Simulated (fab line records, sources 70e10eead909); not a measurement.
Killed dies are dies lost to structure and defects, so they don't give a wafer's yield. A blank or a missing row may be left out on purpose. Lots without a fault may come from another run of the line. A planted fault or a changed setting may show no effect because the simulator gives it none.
Which tool did it? | flow nand_harc | 6 lots, 18 wafers sampled, at 5 steps of a route of 1302

WHAT THE GAUGES READ, wafer by wafer
NHARC_A_M0_CD_MEAS_09: target cd 80 nm.
lot  | measured     | on        | cd_nm (nm)
L901 | day 23 10:28 | cd_sem-02 | 79.7 79.8 80.2
L904 | day 23 20:19 | cd_sem-01 | 79.6 79.7 79.7
L906 | day 25 00:46 | cd_sem-01 | 79.8 79.4 79.8
L908 | day 26 18:19 | cd_sem-03 | 80.9 80.9 80.9
L912 | day 27 22:00 | cd_sem-03 | 79.6 80.2 81.0
L921 | day 31 07:36 | cd_sem-03 | 80.1 80.0 80.3

WHICH TOOL RAN EACH LOT (tool, then ch and the chambers of the sampled wafers, then the start)
lot  | NHARC_A_CONTACT_CVD_19                   | NHARC_A_BLC_ETCH_17                           | NHARC_A_BLC_STRIP_29               | NHARC_A_M0_EXPOSE_06
L901 | cvd_w-02 ch 0,1, day 23 07:40 or earlier | rie_diel-10 ch 0,1,2, day 23 07:40 or earlier | rie_diel-12 ch 0,2,3, day 23 07:40 | arfi_scanner-01 ch 0, day 23 10:19
L904 | cvd_w-02 ch 0,1, day 23 17:39 or earlier | rie_diel-10 ch 0,1,2, day 23 17:39 or earlier | rie_diel-12 ch 0,1,3, day 23 17:39 | arfi_scanner-01 ch 0, day 23 20:10
L906 | cvd_w-01 ch 0,1, day 24 21:59 or earlier | rie_diel-12 ch 1,2,3, day 24 21:59 or earlier | rie_diel-10 ch 0,2,3, day 24 21:59 | arfi_scanner-02 ch 0, day 25 00:37
L908 | cvd_w-01 ch 0,1, day 26 15:31 or earlier | rie_diel-10 ch 1,2,3, day 26 15:31 or earlier | rie_diel-12 ch 0,1,3, day 26 15:31 | arfi_scanner-01 ch 0, day 26 18:10
L912 | cvd_w-01 ch 0,1, day 27 19:10 or earlier | rie_diel-12 ch 0,1,2, day 27 19:10 or earlier | rie_diel-12 ch 1,2, day 27 19:10   | arfi_scanner-03 ch 0, day 27 21:52
L921 | cvd_w-02 ch 1, day 31 04:23 or earlier   | rie_diel-10 ch 1,2, day 31 04:23 or earlier   | rie_diel-12 ch 0,2, day 31 04:23   | arfi_scanner-03 ch 0, day 31 07:28
- NHARC_A_CONTACT_CVD_19: deposits W, target thk 300 nm, time 802 s.
- NHARC_A_BLC_ETCH_17: etches the open film in N2/H2, target depth 390 nm, time 609.38 s.
- NHARC_A_BLC_STRIP_29: strips in CF4.
- NHARC_A_M0_EXPOSE_06: exposes mask A M0, target cd 80 nm.

THE ANSWER, worked out from the rows above alone
Rule: what is usual is taken from the lots themselves. Put in order of their means at a reading, lots are off if they are a third of the lots or fewer, leave a main group of 4 or more, and stand apart from it by a gap of 3 or more times the standard deviation of the main group's means; of several such gaps the widest counts. A main group whose means are all the same, to the digits that the tables above print for the reading, isn't used. A lot without any number at a reading at which 4 lots or more have one is off too. The other lots that the step has rows for count as sound.
No lot is off at any reading shown: from this, nothing can be told.

WHAT THE SIMULATOR HAD PUT IN
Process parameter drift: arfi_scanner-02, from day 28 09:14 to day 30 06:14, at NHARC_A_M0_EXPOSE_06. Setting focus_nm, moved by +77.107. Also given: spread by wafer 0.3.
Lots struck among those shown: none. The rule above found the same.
